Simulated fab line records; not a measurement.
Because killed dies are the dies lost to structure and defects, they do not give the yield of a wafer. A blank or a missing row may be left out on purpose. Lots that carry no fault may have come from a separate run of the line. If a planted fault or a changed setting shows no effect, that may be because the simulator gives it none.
A lot that was struck, set against a sound lot -- flow n5 finfet -- 15 out of 1938 route steps
Sound: these wafers, L666.1, L666.3, L666.4. Struck: wafer L654.6 (left out: L654.5, a lot-mate that was not struck); the cause follows at the end.
For every step that has rows: the tool of each side, followed by ch and its chambers, followed by its first start. Under that, the readings that differ: sound wafers -- struck wafers -- difference of the means -- sigmas: that difference in standard deviations of wafers without a fault.
alike: readings whose means differ by less than 2 such deviations, and words and numbers that are the same on both sides. not compared: withheld readings, readings that some wafer has no value for, bounds like >300 that may hide the same value, and numbers for which the record gives no deviation and whose values overlap.
Wherever a step has rows on one side only, a row that says differs or no value, or a row with sigmas, the two part there. Non-overlapping numbers with no deviation appear without sigmas and do not part them. Lack of a reading on every wafer of one side parts them only where that side has two or more wafers.

N5_BEOL_M8_VIA_ETCH_34: etches SiCOH lowk in C4F6/O2, target depth 125.5 nm, time 50.5 s.
  sound on rie diel-04 ch 0,1,2, day 15 00:19; struck on rie diel-01 ch 0, day 11 19:53
  alike: drypump motor current A, oes product au, rf vpp V, showerhead plenum p Torr, throttle valve pct
  not compared: rf hours counter h
then, 2 steps without rows for these wafers: N5_BEOL_M8_STRIP_76 (strips in C4F6/O2); N5_BEOL_M8_STRIP_36 (strips in N2/H2).
N5_BEOL_M8_TRENCH_ETCH_37: etches SiCOH lowk in C4F6/O2, target depth 93.478 nm, time 31.2 s.
  sound: rie diel-04 ch 0,1,2; struck: rie diel-01 ch 0
  alike: drypump motor current A, oes product au, rf vpp V, showerhead plenum p Torr, throttle valve pct
  not compared: rf hours counter h
N5_BEOL_M8_ETCH_41: etches SiCN in CH3F/O2, target depth 31.9 nm, time 57.8 s.
  sound: rie diel-04 ch 0,1,2; struck: rie diel-01 ch 0
  alike: drypump motor current A, oes product au, rf vpp V, showerhead plenum p Torr, throttle valve pct
  not compared: rf hours counter h
N5_BEOL_M8_STRIP_80: strips in N2/H2, time 10 s.
  sound: rie diel-04 ch 0,1,2; struck: rie diel-01 ch 0
  alike: drypump motor current A, oes product au, rf vpp V, showerhead plenum p Torr, throttle valve pct
  not compared: rf hours counter h
N5_BEOL_M8_OCD_MEAS_38:
  struck on ocd-01, day 11 20:07; sound on ocd-02, day 15 00:34
  alike: trench depth nm
then, 4 steps without rows for these wafers: N5_BEOL_M8_HM_STRIP_39 (strips TiN in peroxide tin strip, target depth 25 nm, time 158 s); N5_BEOL_M8_SRD_40 (time 30 s); N5_BEOL_M8_PRECLEAN_42 (cleans in residue remover, time 60 s); N5_BEOL_M8_SRD_43 (time 30 s).
N5_BEOL_M8_CD_MEAS_35 targets a cd of 40 nm.
  struck on cd sem-01, day 11 20:16; sound on cd sem-03, day 15 00:43
  alike: cd nm
N5_BEOL_M8_CURE_75: cures SiCOH lowk, time 120 s.
  sound on uv cure-03 ch 0, day 15 00:46; struck on uv cure-01 ch 0, day 11 20:53
reading,sound,struck,difference,sigmas
run length s (s),178.2 178.8 178.2,206.9,+28.5,+58
  alike: lamp power pct, wafer_temp_C_max
N5_BEOL_M8_DEGAS_44: time 60 s.
  struck on pvd sputter-01, day 11 21:20; sound on pvd sputter-03, day 15 01:22
  alike: heater power w
-- the record jumps here: 3 days lie between the struck wafers' starts before and after (it left off in module BEOL_M8 and takes up again in module PASSIVATION, whose first step shown is number 1936 of the route) --
N5_PASSIVATION_PROBE_49:
  struck on prober-01, day 14 12:30; sound on prober-02, day 18 09:14
  alike: defect limited yield, killed_at_M0_to_M3, killed_at_M4_up, killed at contacts, killed at front end, killed at other, killed dies, killed open, killed short, sort_bin_5_function, sort_bin_6_memory, sort n pass, sort yield pct

== WHERE THEY PART ==
At N5_BEOL_M8_CURE_75 and nowhere else, as far as this record goes. Later steps at which nothing parts them and some readings are alike: N5_BEOL_M8_DEGAS_44, N5_PASSIVATION_PROBE_49.

WHY: whatever the simulator had introduced
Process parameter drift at N5_BEOL_M8_CURE_75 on uv cure-01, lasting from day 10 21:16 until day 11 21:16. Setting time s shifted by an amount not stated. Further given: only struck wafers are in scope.
